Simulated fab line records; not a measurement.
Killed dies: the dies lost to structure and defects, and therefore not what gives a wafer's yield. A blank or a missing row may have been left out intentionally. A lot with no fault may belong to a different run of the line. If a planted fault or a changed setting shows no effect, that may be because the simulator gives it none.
Comparing a struck lot with a sound one -- flow n5Finfet -- 25 out of 1938 route steps
Sound: these wafers, L426.1, L426.2, L426.4. Struck: wafers L430.1, L430.2, L430.6. The cause is named last.
Each step with rows lists, per side, the tool, then ch with its chambers, then its first start. Under that, the readings that differ: sound wafers -- struck wafers -- difference of the means -- sigmas: that difference in standard deviations of wafers without a fault.
alike: same words and numbers on both sides, and readings whose means sit less than 2 such deviations apart. not compared: any withheld reading, any reading some wafer has no value for, any bound like >300 that may hide the same value, and any number with overlapping values for which the record gives no deviation.
A row with sigmas, a row that says differs or no value, or rows on one side alone: a step with any of these is where the two part. Non-overlapping numbers with no deviation appear without sigmas and do not part them. A reading missing from all wafers of one side parts the sides only when that side holds two or more wafers.

first, 10 steps without rows for these wafers: N5_FIN_SAQP_PRECLEAN_44 (cleans in SC2, time 45 s); N5_FIN_SAQP_SRD_01 (time 30 s); N5_FIN_SAQP_ALD_61 (deposits SiO2, target thk 4 nm, pulse time 1 s, purge time 2 s); N5_FIN_SAQP_DENSIFY_62 (time 60 s); N5_FIN_SAQP_HM_DEP_03 (deposits SiNx from SiH4/NH3/N2, target thk 38 nm, time 33.6 s); N5_FIN_SAQP_PECVD_47 (deposits a-Si from SiH4/He, target thk 45 nm, time 36.3 s); N5_FIN_SAQP_PECVD_48 (deposits SiNx from SiH4/NH3/N2, target thk 25 nm, time 22.1 s); N5_FIN_SAQP_PECVD_06 (deposits a-Si from SiH4/He, target thk 60 nm, time 48.1 s); N5_FIN_SAQP_HM_DEP_72 (deposits SiO2 from SiH4/N2O, target thk 12 nm, time 7.2 s); N5_FIN_SAQP_COAT_49 (time 60 s, resist thk 100 nm).
N5_FIN_SAQP_COAT_50: time 60 s, resist thk 35 nm.
  sound on lithoTrack-01 ch 0, day 3 21:57; struck on lithoTrack-01 ch 0, day 4 21:31
reading,sound,struck,difference,sigmas
spinSpeedRpm (rpm),1500.9 1501.8 1500.7,1621.5 1621.4 1621.0,+120.2,+99 or more
model.SiARC_of_FIN_SAQP_COAT_50.thkNm (nm),34.94 35.03 35,33.93 33.76 33.8,-1.16,
then, 7 steps without rows for these wafers: N5_FIN_SAQP_COAT_10 (resist thk 90 nm); N5_FIN_SAQP_EBR_12; N5_FIN_SAQP_SOFTBAKE_11 (time 60 s); N5_FIN_SAQP_EXPOSE_13 (exposes mask FIN CORE, target cd 35.6 nm); N5_FIN_SAQP_PEB_14 (peb time 60 s); N5_FIN_SAQP_DEVELOP_15 (develop time 30 s); N5_FIN_SAQP_DESCUM_21 (chemistry O2, time 7.9 s).
N5_FIN_SAQP_ETCH_51: etches SiARC in CF4, target depth 45.5 nm, time 75.8 s.
  sound on rieDiel-04 ch 0,1,2, day 3 23:00; struck on rieDiel-01 ch 1,2, day 4 22:02
reading,sound,struck,difference,sigmas
model.etch.depthNm (nm),34.94 35.03 35,33.93 33.76 33.8,-1.16,
model.CAR-ArF_of_FIN_SAQP_COAT_10.thkNm (nm),50.75 50.91 50.9,52.15 52.46 52.34,+1.46,
  alike: biasW, drypumpMotorCurrentA, etchRfOnTimeS, oesProductAu, rfFwdPowerW, rfVppV, showerheadPlenumPTorr, throttleValvePct
  not compared: rfHoursCounterH
then, 2 steps without rows for these wafers: N5_FIN_SAQP_ETCH_52 (etches SOC in N2/H2, target depth 100 nm, overetch 20 nm, time 150 s); N5_FIN_SAQP_STRIP_53 (strips in N2/H2).
N5_FIN_SAQP_HM_OPEN_73: chemistry CHF3/O2, target SiO2, stops on a-Si, target depth 12 nm, time 16.8 s.
  sound on rieDiel-04 ch 0,1,2, day 3 23:10; struck on rieDiel-01 ch 1,2, day 4 22:12
reading,sound,struck,difference,sigmas
model.SiARC_of_FIN_SAQP_COAT_50.thkNm (nm),4.949 5.068 4.516,3.596 3.619 3.621,-1.232,
  alike: biasW, drypumpMotorCurrentA, oes_ar_750_au, oesProductAu, rfFwdPowerW, rfVppV, showerheadPlenumPTorr, throttleValvePct
  not compared: rfHoursCounterH
then, 1 step without rows for these wafers: N5_FIN_SAQP_STRIP_74 (strips in CHF3/O2).
-- record jumps: 6 days separate the struck wafers' starts on either side; left off in module FIN_SAQP, taken up again in module BEOL_M4, whose first shown step is the route's number 1111 --
N5_BEOL_M4_RC_MEAS_101:
  sound on prober-02 ch 0, day 9 22:53; struck on prober-01 ch 0, day 11 06:53
  alike: DIBL_N, DIBL_P, IOFF_N, IOFF_P, ION_N, ION_P, SS_N, SS_P, VT_N, VT_P
-- the record jumps here: 4 days lie between the struck wafers' starts before and after (it left off in module BEOL_M4 and takes up again in module PASSIVATION, whose first step shown is number 1936 of the route) --
N5_PASSIVATION_PROBE_49:
  struck on prober-02, day 15 17:32; sound on prober-01, day 14 10:23
  alike: defectLimitedYield, killed_at_M0_to_M3, killed_at_M4_up, killedAtContacts, killedAtFrontEnd, killedAtOther, killedDies, killedOnRim, killedOpen, killedShort, sort_bin_5_function, sort_bin_6_memory, sortNPass, sortYieldPct

## WHERE THEY PART
Only at N5_FIN_SAQP_COAT_50, as far as this record shows. Later steps at which nothing parts them and some readings are alike: N5_FIN_SAQP_ETCH_51, N5_FIN_SAQP_HM_OPEN_73, N5_BEOL_M4_RC_MEAS_101, N5_PASSIVATION_PROBE_49.

WHY: what the simulator had put in
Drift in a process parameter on lithoTrack-01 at N5_FIN_SAQP_COAT_50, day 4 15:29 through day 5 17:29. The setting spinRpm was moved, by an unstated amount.
